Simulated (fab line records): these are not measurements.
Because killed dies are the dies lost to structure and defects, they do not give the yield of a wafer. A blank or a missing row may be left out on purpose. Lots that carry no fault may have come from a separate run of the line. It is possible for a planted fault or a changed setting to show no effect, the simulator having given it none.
Comparing a struck lot with a sound one | flow nand_harc | 14 steps out of a route of 1302
Sound: wafers L232.1, L232.4, L232.6. Struck: wafer L242.3 (L242.1, L242.6, from the same lot, were not struck and are left out); the cause is given at the end.
Per side, at each step with rows, come the tool, then ch with its chambers, and then its first start. Under that, the readings that differ: sound wafers | struck wafers | difference of the means | sigmas: that difference in standard deviations of wafers without a fault.
alike: readings whose means differ by less than 2 such deviations, and words and numbers that are the same on both sides. not compared: withheld readings, readings that some wafer has no value for, bounds like >300 that may hide the same value, and numbers for which the record gives no deviation and whose values overlap.
The two part at a step that has a row with sigmas, a row that says differs or no value, or rows on one side only. When numbers do not overlap yet have no deviation, they are printed without sigmas and do not part them. A reading missing from all wafers of one side parts the sides only when that side holds two or more wafers.

NHARC_A_DECK1_JOINT_ETCHBACK_00: etches the open film in HBr, target depth 30 nm, time 17.4 s.
  sound on rie_si-01 ch 0,1,3, day 12 12:24; struck on rie_si-01 ch 1, day 16 19:05
  alike: drypump_motor_current_A, oes_product_au, throttle_valve_pct
  not compared: rf_hours_counter_h
then, 8 steps without rows for these wafers: NHARC_A_DECK1_JOINT_PRECLEAN_30 (cleans in SC1); NHARC_A_DECK1_JOINT_SRD_31; NHARC_A_DECK1_JOINT_CVD_34 (deposits SiNx, target thk 20 nm); NHARC_A_DECK1_JOINT_DEP_06 (deposits SiOx, target thk 80 nm); NHARC_A_DECK1_JOINT_CURE_26 (time 32 s); NHARC_A_DECK1_JOINT_ANNEAL_27 (time 3600 s); NHARC_A_DECK1_JOINT_ANNEAL_28 (time 1800 s); NHARC_A_DECK1_JOINT_ANNEAL_29 (time 1800 s).
NHARC_A_DECK1_JOINT_CMP_02: polishes SiOx.
  sound on cmp-01 ch 0,2,3, day 13 13:47; struck on cmp-01 ch 1, day 18 01:21
  alike: motor_current_A
then, 1 step without rows for these wafers: NHARC_A_DECK1_JOINT_SRD_15.
NHARC_A_DECK1_JOINT_DEP_16: deposits SiO2, target thk 45 nm.
  sound on pecvd-01 ch 0,2, day 13 14:10; struck on pecvd-01 ch 0, day 18 01:46
  alike: heater_power_w, throttle_valve_pct
NHARC_A_DECK1_JOINT_THK_MEAS_17: measures by ellipsometry.
  sound on film_metro-02, day 13 14:26; struck on film_metro-01, day 18 02:01
  reading     | sound          | struck | difference | sigmas
  thk_nm (nm) | 44.9 44.5 45.0 | 39.0   | -5.8       | -6
NHARC_A_DECK1_JOINT_INSPECT_05:
  sound on defect_inspect-02, day 13 14:28; struck on defect_inspect-02, day 18 02:03
  alike: raw_defect_count

== WHERE THEY PART ==
Only at NHARC_A_DECK1_JOINT_THK_MEAS_17, as far as this record shows. Later steps at which nothing parts them and some readings are alike: NHARC_A_DECK1_JOINT_INSPECT_05.

WHY: the cause the simulator had injected
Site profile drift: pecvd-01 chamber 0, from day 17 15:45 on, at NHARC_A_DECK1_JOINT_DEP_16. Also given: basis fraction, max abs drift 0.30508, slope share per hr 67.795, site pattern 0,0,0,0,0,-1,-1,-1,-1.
